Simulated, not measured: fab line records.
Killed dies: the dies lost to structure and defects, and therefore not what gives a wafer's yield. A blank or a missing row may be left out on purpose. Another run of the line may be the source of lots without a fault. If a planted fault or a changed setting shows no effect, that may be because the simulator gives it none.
A struck lot beside a sound one    flow n5_finfet    16 out of 1938 route steps
Sound: these wafers, L752.1, L752.3, L752.4. Struck: wafer L758.1. (L758.5, L758.6 of the same lot were not struck and are left out.) The cause comes at the end.
At each step with rows: each side's tool, then ch and its chambers, then its first start. Under that, the readings that differ: sound wafers    struck wafers    difference of the means    sigmas: that difference in standard deviations of wafers without a fault.
alike: same words and numbers on both sides, and readings whose means sit less than 2 such deviations apart. not compared: any withheld reading, any reading some wafer has no value for, any bound like >300 that may hide the same value, and any number with overlapping values for which the record gives no deviation.
Wherever a step has rows on one side only, a row that says differs or no value, or a row with sigmas, the two part there. Numbers that don't overlap but have no deviation are shown without sigmas and don't part them. Lack of a reading on every wafer of one side parts them only where that side has two or more wafers.

first, 1 step without rows for these wafers: N5_BEOL_M1_SPUTTER_90 (material Cu, target thk 4.5 nm, time 8.29 s).
N5_BEOL_M1_ANNEAL_91: time 240 s.
  sound: pvd_sputter-03 at day 9 00:45; struck: pvd_sputter-01 at day 10 14:02
  alike: heater_power_w
then, 1 step without rows for these wafers: N5_BEOL_M1_SPUTTER_92 (material Cu, target thk 4.5 nm, time 8.29 s).
N5_BEOL_M1_ANNEAL_93: time 240 s.
  sound: pvd_sputter-03 at day 9 00:58; struck: pvd_sputter-01 at day 10 14:15
reading             sound         struck  difference  sigmas
heater_power_w (W)  856 1003 766  748     -127        -2
N5_BEOL_M1_SPUTTER_94: material Cu, target thk 4.5 nm, time 8.29 s.
  sound: pvd_sputter-03 at day 9 01:07; struck: pvd_sputter-01 at day 10 14:23
  alike: chamber_pressure_pa, chuck_sensor_temp_C, throttle_valve_pct
N5_BEOL_M1_ANNEAL_95: time 240 s.
  sound: pvd_sputter-03 at day 9 01:11; struck: pvd_sputter-01 at day 10 14:28
  alike: heater_power_w
then, 2 steps without rows for these wafers: N5_BEOL_M1_SPUTTER_96 (material Cu, target thk 4.5 nm, time 8.29 s); N5_BEOL_M1_ECD_50 (material Cu, target thk 300 nm).
N5_BEOL_M1_ANNEAL_51: time 90 s.
  sound on rtp_anneal-01 ch 0, day 9 01:32; struck on rtp_anneal-01 ch 0, day 10 14:48
  alike: anneal_temp_c, anneal_temp_c_max, wafer_temp_C_max
then, 1 step without rows for these wafers: N5_BEOL_M1_CMP_52 (polishes, stops on SiOC, t overpolish 6.8 s, target thk 40 nm).
N5_BEOL_M1_THK_MEAS_53: measures by xrf.
  sound: film_metro-02 at day 9 02:07; struck: film_metro-02 at day 10 15:24
  alike: M1_THK
then, 1 step without rows for these wafers: N5_BEOL_M1_PRE_CLEAN_60 (time 15 s).
N5_BEOL_M1_CO_CAP_55: material Co, precursor CCTBA/H2, target thk 2 nm, time 102.1 s.
  sound on cvd_co-02 ch 0,1,2, day 9 02:12; struck on cvd_co-02 ch 0, day 10 15:28
reading                                    sound              struck  difference  sigmas
run_length_s (s)                           124.9 125.5 125.3  179.0   +53.8       +99 or more
model.Co_of_BEOL_M1_CO_CAP_55.thk_nm (nm)  2 2 1.8            3       +1          
  alike: heater_power_outer_w, heater_power_w
  not compared: since_wet_clean_h
then, 1 step without rows for these wafers: N5_BEOL_M1_PRE_CLEAN_56 (time 15 s).
N5_BEOL_M4_RC_MEAS_101:
  sound on prober-01 ch 0, day 10 03:58; struck on prober-01 ch 0, day 12 05:32
  alike: DIBL_N, DIBL_P, IOFF_N, IOFF_P, ION_N, ION_P, SS_N, SS_P, VT_N, VT_P
N5_PASSIVATION_PROBE_49:
  the record holds rows for the sound wafers here (prober-02, day 14 05:22) but none for the struck ones

WHERE THEY PART
Last at N5_PASSIVATION_PROBE_49 as far as this record goes, first at N5_BEOL_M1_ANNEAL_93.

WHY: what the simulator had put in
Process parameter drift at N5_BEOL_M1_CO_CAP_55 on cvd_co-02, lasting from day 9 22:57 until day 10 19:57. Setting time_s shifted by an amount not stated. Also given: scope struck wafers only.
